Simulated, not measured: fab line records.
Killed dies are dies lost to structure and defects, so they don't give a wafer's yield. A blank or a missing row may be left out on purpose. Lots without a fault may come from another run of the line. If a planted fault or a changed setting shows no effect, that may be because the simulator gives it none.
What tool caused it? / flow nand-harc / 39 wafers from 13 lots sampled at 6 of the route's 1159 steps

== WHAT EACH GAUGE READ, for each wafer ==
NHARC_A_CONTACT_INSPECT_44. Usual: 26 for raw-defect-count, sd 12.
lot=L659; measured=day 16 19:13; on=defect-inspect-02; raw-defect-count=17 8 13; flag=
lot=L660; measured=day 16 23:35; on=defect-inspect-02; raw-defect-count=15 20 33; flag=
lot=L661; measured=day 17 05:28; on=defect-inspect-02; raw-defect-count=46 39 27; flag=
lot=L666; measured=day 17 23:42; on=defect-inspect-02; raw-defect-count=27 31 35; flag=
lot=L665; measured=day 18 06:54; on=defect-inspect-02; raw-defect-count=1325 1326 1333; flag=OFF
lot=L668; measured=day 18 17:33; on=defect-inspect-02; raw-defect-count=1339 1330 1325; flag=OFF
lot=L673; measured=day 19 11:32; on=defect-inspect-02; raw-defect-count=10 13 15; flag=
lot=L675; measured=day 20 17:03; on=defect-inspect-02; raw-defect-count=31 37 42; flag=
lot=L680; measured=day 20 21:11; on=defect-inspect-01; raw-defect-count=25 32 20; flag=
lot=L678; measured=day 21 03:02; on=defect-inspect-01; raw-defect-count=34 38 50; flag=
lot=L676; measured=day 21 01:55; on=defect-inspect-02; raw-defect-count=60 55 44; flag=
lot=L681; measured=day 21 08:56; on=defect-inspect-01; raw-defect-count=16 10 9; flag=
lot=L682; measured=day 22 19:52; on=defect-inspect-01; raw-defect-count=15 17 20; flag=

NHARC_END_SORT_01. Usual: killed-at-array 28, standard deviation 10; killed-at-other 0.6, standard deviation 0.85; killed-at-periphery 3.3, standard deviation 2.3; killed-dies 32, standard deviation 11; killed-open 3.3, standard deviation 1.5; killed-short 2.1, standard deviation 1.4.
lot=L665; measured=day 21 10:22; on=prober-02; killed-at-array=109 110 116; killed-at-other=0 0 1; killed-at-periphery=2 6 3; killed-dies=111 116 120; killed-open=3 3 2; killed-short=2 1 2; flag=OFF
lot=L668; measured=day 21 17:23; on=prober-02; killed-at-array=117 138 125; killed-at-other=0 0 0; killed-at-periphery=2 4 5; killed-dies=119 142 130; killed-open=3 4 6; killed-short=0 3 3; flag=OFF
lot=L673; measured=day 22 09:23; on=prober-02; killed-at-array=14 18 18; killed-at-other=1 0 0; killed-at-periphery=2 4 0; killed-dies=17 22 18; killed-open=3 2 3; killed-short=2 2 2; flag=
lot=L678; measured=day 24 12:14; on=prober-02; killed-at-array=36 47 45; killed-at-other=0 0 1; killed-at-periphery=1 2 5; killed-dies=37 49 51; killed-open=3 4 5; killed-short=3 2 2; flag=
lot=L682; measured=day 25 21:08; on=prober-02; killed-at-array=17 24 28; killed-at-other=0 0 0; killed-at-periphery=0 0 2; killed-dies=17 24 30; killed-open=4 2 7; killed-short=0 3 2; flag=

== WHICH TOOL RAN EACH LOT (tool, then ch and the chambers of the sampled wafers, then the start) ==
lot=L659; NHARC_A_WL_FILL_CVD_20=cvd-w-02 ch 0,1, day 16 14:57 or earlier; NHARC_A_WL_FILL_CMP_12=cmp-03 ch 0,2,3, day 16 14:57; NHARC_A_CONTACT_DEP_28=acl-dep-02 ch 0, day 16 16:38; NHARC_A_CONTACT_ETCH_117=har-cap-etch-02 ch 0,1, day 16 21:19
lot=L660; NHARC_A_WL_FILL_CVD_20=cvd-w-02 ch 0,1, day 16 19:20 or earlier; NHARC_A_WL_FILL_CMP_12=cmp-04 ch 0,1,3, day 16 19:20; NHARC_A_CONTACT_DEP_28=acl-dep-02 ch 0, day 16 20:52; NHARC_A_CONTACT_ETCH_117=har-cap-etch-03 ch 0,1, day 17 02:01
lot=L661; NHARC_A_WL_FILL_CVD_20=cvd-w-01 ch 0,1, day 17 01:24 or earlier; NHARC_A_WL_FILL_CMP_12=cmp-04 ch 1,2,3, day 17 01:24; NHARC_A_CONTACT_DEP_28=acl-dep-03 ch 0, day 17 02:53; NHARC_A_CONTACT_ETCH_117=har-cap-etch-03 ch 1, day 17 07:26
lot=L666; NHARC_A_WL_FILL_CVD_20=cvd-w-01 ch 0,1, day 17 19:40 or earlier; NHARC_A_WL_FILL_CMP_12=cmp-01 ch 0,1,3, day 17 19:40; NHARC_A_CONTACT_DEP_28=acl-dep-02 ch 0, day 17 20:45; NHARC_A_CONTACT_ETCH_117=har-cap-etch-02 ch 0,1, day 18 01:47
lot=L665; NHARC_A_WL_FILL_CVD_20=cvd-w-01 ch 0,1, day 17 23:54 or earlier; NHARC_A_WL_FILL_CMP_12=cmp-03 ch 1,2,3, day 17 23:54; NHARC_A_CONTACT_DEP_28=acl-dep-01 ch 0, day 18 04:20; NHARC_A_CONTACT_ETCH_117=har-cap-etch-02 ch 1, day 18 08:53
lot=L668; NHARC_A_WL_FILL_CVD_20=cvd-w-02 ch 0,1, day 18 13:22 or earlier; NHARC_A_WL_FILL_CMP_12=cmp-01 ch 0,1, day 18 13:22; NHARC_A_CONTACT_DEP_28=acl-dep-01 ch 0, day 18 14:33; NHARC_A_CONTACT_ETCH_117=har-cap-etch-01 ch 0,1, day 18 19:48
lot=L673; NHARC_A_WL_FILL_CVD_20=cvd-w-01 ch 0,1, day 19 07:17 or earlier; NHARC_A_WL_FILL_CMP_12=cmp-01 ch 0,2,3, day 19 07:17; NHARC_A_CONTACT_DEP_28=acl-dep-03 ch 0, day 19 08:28; NHARC_A_CONTACT_ETCH_117=har-cap-etch-03 ch 0,1, day 19 13:46
lot=L675; NHARC_A_WL_FILL_CVD_20=cvd-w-01 ch 0,1, day 20 10:09 or earlier; NHARC_A_WL_FILL_CMP_12=cmp-01 ch 0,1, day 20 10:09; NHARC_A_CONTACT_DEP_28=acl-dep-03 ch 0, day 20 14:50; NHARC_A_CONTACT_ETCH_117=har-cap-etch-03 ch 0,1, day 20 19:05
lot=L680; NHARC_A_WL_FILL_CVD_20=cvd-w-02 ch 0, day 20 16:56 or earlier; NHARC_A_WL_FILL_CMP_12=cmp-03 ch 0,1,2, day 20 16:56; NHARC_A_CONTACT_DEP_28=acl-dep-03 ch 0, day 20 18:29; NHARC_A_CONTACT_ETCH_117=har-cap-etch-02 ch 0,1, day 20 23:29
lot=L678; NHARC_A_WL_FILL_CVD_20=cvd-w-01 ch 0,1, day 20 22:02 or earlier; NHARC_A_WL_FILL_CMP_12=cmp-03 ch 2,3, day 20 22:02; NHARC_A_CONTACT_DEP_28=acl-dep-03 ch 0, day 21 00:19; NHARC_A_CONTACT_ETCH_117=har-cap-etch-01 ch 0,1, day 21 05:37
lot=L676; NHARC_A_WL_FILL_CVD_20=cvd-w-02 ch 0,1, day 20 21:42 or earlier; NHARC_A_WL_FILL_CMP_12=cmp-03 ch 0,2,3, day 20 21:42; NHARC_A_CONTACT_DEP_28=acl-dep-02 ch 0, day 20 23:29; NHARC_A_CONTACT_ETCH_117=har-cap-etch-03 ch 0,1, day 21 03:59
lot=L681; NHARC_A_WL_FILL_CVD_20=cvd-w-02 ch 0,1, day 21 01:58 or earlier; NHARC_A_WL_FILL_CMP_12=cmp-01 ch 1,2,3, day 21 01:58; NHARC_A_CONTACT_DEP_28=acl-dep-03 ch 0, day 21 05:49; NHARC_A_CONTACT_ETCH_117=har-cap-etch-02 ch 0,1, day 21 10:55
lot=L682; NHARC_A_WL_FILL_CVD_20=cvd-w-01 ch 0,1, day 22 15:41 or earlier; NHARC_A_WL_FILL_CMP_12=cmp-03 ch 2,3, day 22 15:41; NHARC_A_CONTACT_DEP_28=acl-dep-02 ch 0, day 22 17:12; NHARC_A_CONTACT_ETCH_117=har-cap-etch-02 ch 0,1, day 22 21:52
- NHARC_A_WL_FILL_CVD_20: deposits W, target thk 75 nm, time 5064 s.
- NHARC_A_WL_FILL_CMP_12: polishes, t overpolish 30 s, target thk 75 nm.
- NHARC_A_CONTACT_DEP_28: deposits aC, target thk 3600 nm.
- NHARC_A_CONTACT_ETCH_117: etches the open film in C4F8/O2/Ar, time 94 s, target depth 922 nm.

== AS READ BY THE TOOLS THEMSELVES (means over the sampled wafers that have a number; for cases with no such wafer, the mark the record gives instead) ==
NHARC_A_WL_FILL_CVD_20. Usual: heater-power-outer-w 244 W, standard deviation 15; heater-power-w 451 W, standard deviation 20; mfc-wf6-sccm 40.01 sccm, standard deviation 0.13; throttle-valve-pct 7.7 %, standard deviation 0.31.
lot=L659; tool=cvd-w-02; heater-power-outer-w (W)=247; heater-power-w (W)=449; mfc-wf6-sccm (sccm)=40.10; throttle-valve-pct (%)=7.9; flag=
lot=L660; tool=cvd-w-02; heater-power-outer-w (W)=250; heater-power-w (W)=461; mfc-wf6-sccm (sccm)=39.96; throttle-valve-pct (%)=7.9; flag=
lot=L661; tool=cvd-w-01; heater-power-outer-w (W)=242; heater-power-w (W)=447; mfc-wf6-sccm (sccm)=39.94; throttle-valve-pct (%)=7.7; flag=
lot=L666; tool=cvd-w-01; heater-power-outer-w (W)=233; heater-power-w (W)=441; mfc-wf6-sccm (sccm)=40.13; throttle-valve-pct (%)=7.7; flag=
lot=L665; tool=cvd-w-01; heater-power-outer-w (W)=232; heater-power-w (W)=446; mfc-wf6-sccm (sccm)=40.03; throttle-valve-pct (%)=7.6; flag=
lot=L668; tool=cvd-w-02; heater-power-outer-w (W)=252; heater-power-w (W)=463; mfc-wf6-sccm (sccm)=39.99; throttle-valve-pct (%)=7.7; flag=
lot=L673; tool=cvd-w-01; heater-power-outer-w (W)=245; heater-power-w (W)=445; mfc-wf6-sccm (sccm)=40.01; throttle-valve-pct (%)=7.6; flag=
lot=L675; tool=cvd-w-01; heater-power-outer-w (W)=239; heater-power-w (W)=447; mfc-wf6-sccm (sccm)=39.86; throttle-valve-pct (%)=7.8; flag=
lot=L680; tool=cvd-w-02; heater-power-outer-w (W)=263; heater-power-w (W)=481; mfc-wf6-sccm (sccm)=39.93; throttle-valve-pct (%)=7.6; flag=
lot=L678; tool=cvd-w-01; heater-power-outer-w (W)=242; heater-power-w (W)=448; mfc-wf6-sccm (sccm)=39.88; throttle-valve-pct (%)=7.6; flag=
lot=L676; tool=cvd-w-02; heater-power-outer-w (W)=254; heater-power-w (W)=467; mfc-wf6-sccm (sccm)=39.98; throttle-valve-pct (%)=7.6; flag=
lot=L681; tool=cvd-w-02; heater-power-outer-w (W)=250; heater-power-w (W)=462; mfc-wf6-sccm (sccm)=39.97; throttle-valve-pct (%)=7.8; flag=
lot=L682; tool=cvd-w-01; heater-power-outer-w (W)=244; heater-power-w (W)=456; mfc-wf6-sccm (sccm)=39.92; throttle-valve-pct (%)=7.5; flag=

NHARC_A_WL_FILL_CMP_12. Usual: motor-current-A 12.4 A, standard deviation 1.5; overpolish-run-s 30.000 s, standard deviation 0.0087; slurry-flow-ml-min 150.0, standard deviation 0.45; time-to-endpoint-s 14.9 s, standard deviation 2.2.
lot=L659; tool=cmp-03; motor-current-A (A)=11.8; overpolish-run-s (s)=29.997; slurry-flow-ml-min=149.8; time-to-endpoint-s (s)=16.8; flag=
lot=L660; tool=cmp-04; motor-current-A (A)=12.3; overpolish-run-s (s)=30.005; slurry-flow-ml-min=150.2; time-to-endpoint-s (s)=12.1; flag=
lot=L661; tool=cmp-04; motor-current-A (A)=14.2; overpolish-run-s (s)=30.015; slurry-flow-ml-min=149.9; time-to-endpoint-s (s)=15.6; flag=
lot=L666; tool=cmp-01; motor-current-A (A)=12.1; overpolish-run-s (s)=30.005; slurry-flow-ml-min=150.3; time-to-endpoint-s (s)=14.6; flag=
lot=L665; tool=cmp-03; motor-current-A (A)=12.1; overpolish-run-s (s)=29.996; slurry-flow-ml-min=149.5; time-to-endpoint-s (s)=14.9; flag=
lot=L668; tool=cmp-01; motor-current-A (A)=11.7; overpolish-run-s (s)=29.993; slurry-flow-ml-min=150.3; time-to-endpoint-s (s)=17.3; flag=
lot=L673; tool=cmp-01; motor-current-A (A)=11.8; overpolish-run-s (s)=29.999; slurry-flow-ml-min=150.6; time-to-endpoint-s (s)=11.3; flag=
lot=L675; tool=cmp-01; motor-current-A (A)=12.2; overpolish-run-s (s)=30.007; slurry-flow-ml-min=150.3; time-to-endpoint-s (s)=15.4; flag=
lot=L680; tool=cmp-03; motor-current-A (A)=11.8; overpolish-run-s (s)=29.993; slurry-flow-ml-min=149.9; time-to-endpoint-s (s)=13.0; flag=
lot=L678; tool=cmp-03; motor-current-A (A)=13.3; overpolish-run-s (s)=30.003; slurry-flow-ml-min=149.9; time-to-endpoint-s (s)=15.3; flag=
lot=L676; tool=cmp-03; motor-current-A (A)=12.5; overpolish-run-s (s)=30.001; slurry-flow-ml-min=149.9; time-to-endpoint-s (s)=15.2; flag=
lot=L681; tool=cmp-01; motor-current-A (A)=12.4; overpolish-run-s (s)=30.005; slurry-flow-ml-min=149.6; time-to-endpoint-s (s)=14.4; flag=
lot=L682; tool=cmp-03; motor-current-A (A)=12.9; overpolish-run-s (s)=30.004; slurry-flow-ml-min=150.5; time-to-endpoint-s (s)=16.7; flag=

NHARC_A_CONTACT_DEP_28. Usual: 34.999 % for throttle-valve-pct, sd 0.0085.
lot=L659; tool=acl-dep-02; throttle-valve-pct (%)=35.004; flag=
lot=L660; tool=acl-dep-02; throttle-valve-pct (%)=34.995; flag=
lot=L661; tool=acl-dep-03; throttle-valve-pct (%)=35.008; flag=
lot=L666; tool=acl-dep-02; throttle-valve-pct (%)=34.994; flag=
lot=L665; tool=acl-dep-01; throttle-valve-pct (%)=35.005; flag=
lot=L668; tool=acl-dep-01; throttle-valve-pct (%)=35.003; flag=
lot=L673; tool=acl-dep-03; throttle-valve-pct (%)=34.998; flag=
lot=L675; tool=acl-dep-03; throttle-valve-pct (%)=34.998; flag=
lot=L680; tool=acl-dep-03; throttle-valve-pct (%)=34.996; flag=
lot=L678; tool=acl-dep-03; throttle-valve-pct (%)=35.004; flag=
lot=L676; tool=acl-dep-02; throttle-valve-pct (%)=35.000; flag=
lot=L681; tool=acl-dep-03; throttle-valve-pct (%)=34.993; flag=
lot=L682; tool=acl-dep-02; throttle-valve-pct (%)=34.995; flag=

== THE ANSWER, worked out from the rows above alone ==
Rule: take the mean of a lot's wafers that have a number; if it is more than 3 standard deviations from the usual mean, the lot is off. Also off: a lot with no number at a reading for which 4 or more lots have one. Where the step has rows for the other lots, those lots are counted as sound. The gauges are gone through in route order, then the tools' own readings, and for those a lot's mean is taken as printed above. At the first step where some lot is off, the reading lying furthest off is the one used; lots without a number count as furthest.
Off: L665, L668 (NHARC_A_CONTACT_INSPECT_44, raw-defect-count).
A tool fits if, at a process step before that reading, it ran every lot that is off, and no sound lot after the first of them. The gauges at NHARC_A_CONTACT_INSPECT_44 aren't tried: what is off there is off at NHARC_END_SORT_01 too, on other tools, and a gauge's error can't cause that. NHARC_A_WL_FILL_CVD_20: start missing for some lots; hours and lot order therefore follow NHARC_A_WL_FILL_CMP_12. One fits: NHARC_A_CONTACT_DEP_28 on acl-dep-01. It ran no sound lot before its first lot that is off in this sample, so the start can't be narrowed down.

== WHAT THE SIMULATOR HAD PUT IN ==
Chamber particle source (acl-dep-01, NHARC_A_CONTACT_DEP_28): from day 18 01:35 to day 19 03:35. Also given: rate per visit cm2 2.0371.
Struck lots among those shown: L665, L668. This agrees with what the rule above found.
